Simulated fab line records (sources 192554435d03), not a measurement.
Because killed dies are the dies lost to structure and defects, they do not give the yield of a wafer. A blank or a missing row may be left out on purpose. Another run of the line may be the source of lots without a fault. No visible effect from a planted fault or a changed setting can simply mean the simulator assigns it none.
Chamber matching | flow n5Finfet | rieDiel-04 running N5_BEOL_M2_DESCUM_33: 4 sister chambers
The step chemistry O2, time 7 s. 18 wafers are shown with their chamber, then 9 later ones without.

## EACH WAFER AND ITS CHAMBER
wafer  | chamber | showerheadPlenumPTorr (Torr) | throttleValvePct (%) | drypumpMotorCurrentA (A)
L076.1 | 1       | 2.06                         | 20.54                | 6.0
L076.2 | 3       | 2.07                         | 20.91                | 6.4
L076.4 | 2       | 2.04                         | 20.33                | 6.0
L084.4 | 2       | 2.03                         | 20.35                | 6.0
L084.5 | 0       | 2.20                         | 20.58                | 6.2
L084.6 | 1       | 2.06                         | 20.24                | 6.0
L088.1 | 0       | 2.20                         | 20.61                | 6.2
L088.2 | 2       | 2.03                         | 20.35                | 5.9
L088.4 | 3       | 2.06                         | 20.98                | 6.5
L089.1 | 1       | 2.05                         | 20.26                | 6.0
L089.5 | 1       | 2.05                         | 20.26                | 6.0
L089.6 | 2       | 2.03                         | 20.35                | 5.9
L091.1 | 1       | 2.05                         | 20.25                | 6.0
L091.2 | 0       | 2.20                         | 20.60                | 6.1
L091.3 | 2       | 2.03                         | 20.38                | 6.0
L091.4 | 0       | 2.20                         | 20.60                | 6.1
L091.5 | 1       | 2.05                         | 20.26                | 6.0
L091.6 | 2       | 2.02                         | 20.37                | 5.9

SIGNATURES, as means of the wafers listed above
reading               | chamber 0 | chamber 1 | chamber 2 | chamber 3 | scatter within a chamber
showerheadPlenumPTorr | 2.2000    | 2.0533    | 2.0300    | 2.0650    | 0.00523
throttleValvePct      | 20.5975   | 20.3017   | 20.3550   | 20.9450   | 0.0722
drypumpMotorCurrentA  | 6.150     | 6.000     | 5.950     | 6.450     | 0.0463
Rule: a wafer's distance from a chamber is the root of the sum, over the readings, of the square of ((its reading less the chamber's mean) divided by the reading's scatter). If the next closest chamber is less than 2 further off than the closest, the wafer can't be placed; otherwise it belongs to the closest. The scatter: take each reading less its chamber's mean, square it, sum over the shown wafers, divide by the number of wafers less the number of chambers, and take the root.

## WAFERS WHOSE CHAMBER IS MISSING
wafer  | showerheadPlenumPTorr (Torr) | throttleValvePct (%) | drypumpMotorCurrentA (A)
L090.1 | 2.05                         | 20.26                | 6.0
L090.4 | 2.02                         | 20.38                | 6.0
L090.6 | 2.05                         | 20.27                | 6.0
L092.1 | 2.03                         | 20.37                | 6.0
L092.2 | 2.05                         | 20.25                | 6.0
L092.3 | 2.20                         | 20.60                | 6.2
L093.2 | 2.20                         | 20.62                | 6.2
L093.3 | 2.05                         | 20.26                | 6.0
L093.4 | 2.02                         | 20.38                | 6.0

## EACH ONE'S CHAMBER
wafer  | from the rows above | in truth
L090.1 | 1                   | 1
L090.4 | 2                   | 2
L090.6 | 1                   | 1
L092.1 | 2                   | 2
L092.2 | 1                   | 1
L092.3 | 0                   | 0
L093.2 | 0                   | 0
L093.3 | 1                   | 1
L093.4 | 2                   | 2
9 of 9 placed correctly. From these rows, 0 cannot be placed. Number placed wrongly: 0.
